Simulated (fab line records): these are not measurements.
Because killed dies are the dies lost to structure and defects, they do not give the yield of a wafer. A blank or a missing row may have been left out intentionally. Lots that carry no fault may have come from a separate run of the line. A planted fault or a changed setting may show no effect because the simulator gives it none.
Split-lot study | flow n5_finfet | on a route of 1938 steps: 7 lots, 21 wafers read

== THE SPLIT ==
At N5_ZERO_LAYER_COAT_05 (resist thk 1000 nm), the setting spin_rpm was moved away from the recipe's 1500 rpm on 12 of the 21 wafers read, by -9.9% to +11.1%. The other wafers ran this setting at the recipe's value.

The reading comes from the split's own step.

== THE READING ==
coat_of_ZERO_LAYER_COAT_05.thk_nm (the simulator's own value, which no gauge read), in nm, at N5_ZERO_LAYER_COAT_05 (resist thk 1000 nm). No usual value for it is given in the file. Across the 9 wafers here that went through the recipe, the average is 1001.7 nm and the standard deviation 3.1 nm.

wafer  | tool, chamber at the split | spin_rpm as run, rpm | against the recipe | coat_of_ZERO_LAYER_COAT_05.thk_nm, nm | against lot-mates on the recipe
L075.2 | litho_track-01, 0          | 1500                 | recipe             | 1004                                  | -
L075.4 | litho_track-01, 0          | 1500                 | recipe             | 1007                                  | -
L075.6 | litho_track-01, 0          | 1667                 | +11.1%             | 953.4                                 | -52.1
L076.3 | litho_track-02, 0          | 1449                 | -3.4%              | 1019                                  | +20.5
L076.4 | litho_track-02, 0          | 1500                 | recipe             | 998.5                                 | -
L076.6 | litho_track-02, 0          | 1449                 | -3.4%              | 1016                                  | +17.5
L078.2 | litho_track-02, 0          | 1365                 | -9.0%              | 1051                                  | no lot-mate on the recipe
L078.6 | litho_track-02, 0          | 1365                 | -9.0%              | 1051                                  | no lot-mate on the recipe
L078.4 | litho_track-02, 0          | 1365                 | -9.0%              | 1050                                  | no lot-mate on the recipe
L080.3 | litho_track-01, 0          | 1500                 | recipe             | 1001                                  | -
L080.4 | litho_track-01, 0          | 1500                 | recipe             | 1002                                  | -
L080.6 | litho_track-01, 0          | 1500                 | recipe             | 1004                                  | -
L088.2 | litho_track-01, 0          | 1429                 | -4.7%              | 1025                                  | +22.0
L088.5 | litho_track-01, 0          | 1500                 | recipe             | 1003                                  | -
L088.6 | litho_track-01, 0          | 1429                 | -4.7%              | 1027                                  | +24.0
L090.2 | litho_track-02, 0          | 1500                 | recipe             | 996                                   | -
L090.3 | litho_track-02, 0          | 1566                 | +4.4%              | 976                                   | -20.0
L090.6 | litho_track-02, 0          | 1566                 | +4.4%              | 977.4                                 | -18.6
L091.2 | litho_track-01, 0          | 1351                 | -9.9%              | 1052                                  | +52.0
L091.3 | litho_track-01, 0          | 1351                 | -9.9%              | 1050                                  | +50.0
L091.5 | litho_track-01, 0          | 1500                 | recipe             | 1000                                  | -

THE FIT
A straight line over all 21 wafers: coat_of_ZERO_LAYER_COAT_05.thk_nm changes by -5.03 nm for each +1% of spin_rpm; r = -0.99; the points scatter about the line by 3.3 nm.
The same after taking each lot's own level away (the mean of its wafers on the recipe; 18 wafers): -4.9 nm for each +1%; r = -1.00; scatter 1.6 nm.
According to that fit, moving spin_rpm by its largest amount changes the reading by 55 nm.
From 996.00 to 1005.50 nm: that is the span of the lots' own levels, equal to 3.1 times the standard deviation above.
The two slopes agree, so the slope changes little with the lot-to-lot level.
Check: -54.7 nm against its lot-mates is what the line predicts for one of the wafers moved furthest among these (+11.1%) when that wafer is left out of the fit. Against them it came out at -52.1 nm.

== THE WHOLE CHAIN: every reading that the file lists as answering this split, in the file's order ==
step                   | what it does       | reading                                                                            | change (the file's fit)              | r (the file's)
N5_ZERO_LAYER_COAT_05  | resist thk 1000 nm | coat_of_ZERO_LAYER_COAT_05.thk_nm (the simulator's own value, which no gauge read) | -4.89 nm for each +1% of the setting | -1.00
N5_ZERO_LAYER_STRIP_24 | strips in O2       | strip_time_to_endpoint_s                                                           | withheld for each +1% of the setting | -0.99

== THE FILE'S OWN FIT ==
coat_of_ZERO_LAYER_COAT_05.thk_nm changes by -4.89 nm for each +1% of spin_rpm, r = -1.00.
